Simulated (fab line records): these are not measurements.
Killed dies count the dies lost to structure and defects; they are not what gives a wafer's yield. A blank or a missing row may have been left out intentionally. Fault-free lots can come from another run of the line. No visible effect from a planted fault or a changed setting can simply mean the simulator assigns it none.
2 desks, one fault -- flow n5 finfet -- every desk sees just its own numbers, and what lay behind them comes last

## THE METROLOGY DESK
What the gauges read, lot by lot, whatever tool the lot ran on: means of the sampled wafers that have a number. Marked OUT: a lot whose mean sits more than 4 standard deviations from the usual mean, which makes it out of limits; the brackets give that distance. It has 11 readings; the 7 that lie furthest out on some lot are the ones shown.
Columns: A = VD_OVL at N5_MOL_CONTACT_COAG_OVL_MEAS_41, usual 0.0 nm; B = IOFF_N at N5_BEOL_M4_RC_MEAS_101, usual 0.152 nA/um; C = IOFF_P at N5_BEOL_M4_RC_MEAS_101, usual 0.20 nA/um; D = ION_N at N5_BEOL_M4_RC_MEAS_101, usual 672 uA/um; E = ION_P at N5_BEOL_M4_RC_MEAS_101, usual 461 uA/um; F = SS_N at N5_BEOL_M4_RC_MEAS_101, usual 71.4 mV/dec; G = VT_P at N5_BEOL_M4_RC_MEAS_101, usual -251 mV
lot,first seen here,A,B,C,D,E,F,G
L479,day 5 23:32,-0.9,0.146,0.17,670,457,71.1,-253
L480,day 6 09:16,-0.5,0.179,0.19,679,458,71.6,-254
L488,day 8 09:36,0.9,0.132,0.15,654,447,70.7,-256
L490,day 8 20:47,-0.2,0.156,0.22,666,462,71.6,-248
L491,day 9 01:11,-0.3,0.151,0.19,670,454,71.7,-254
L493,day 9 12:04,-0.5,0.143,0.19,672,465,72.0,-250
L496,day 10 03:15,-0.4,0.125,0.16,656,449,71.0,-257
L498,day 10 22:56,0.4,0.132,0.18,668,459,71.3,-251
L499,day 11 07:46,0.6,0.119,0.19,665,461,70.9,-251
This desk found nothing out of limits on any of the 9 lots.

## DESK OF THE TOOL OWNER: ald sin-01
The tool's own readings at N5_MOL_CONTACT_COAG_ALD_133 (deposits SiO2, target thk 5 nm, pulse time 1 s, co reactant pulse time 1 s): means of the sampled wafers that have a number, for each lot that ran on this tool. Marked OUT: a lot whose mean sits more than 4 standard deviations from the usual mean, which makes it out of limits; the brackets give that distance.
Columns: A = heater power w at N5_MOL_CONTACT_COAG_ALD_133, usual 80 W; B = precursor pulse height rel at N5_MOL_CONTACT_COAG_ALD_133, usual 1.000
lot,first seen here,A,B
L488,day 8 09:56,77,1.012
L490,day 8 21:19,70,1.011
L498,day 10 23:17,78,1.011
L499,day 11 08:47,83,1.002
This desk found nothing out of limits on any of the 4 lots.

## ALL TOGETHER
At the metrology desk, nothing out of limits was observed.
The desk of the tool owner found nothing out of limits.

## WHAT WAS PUT IN BY THE SIMULATOR
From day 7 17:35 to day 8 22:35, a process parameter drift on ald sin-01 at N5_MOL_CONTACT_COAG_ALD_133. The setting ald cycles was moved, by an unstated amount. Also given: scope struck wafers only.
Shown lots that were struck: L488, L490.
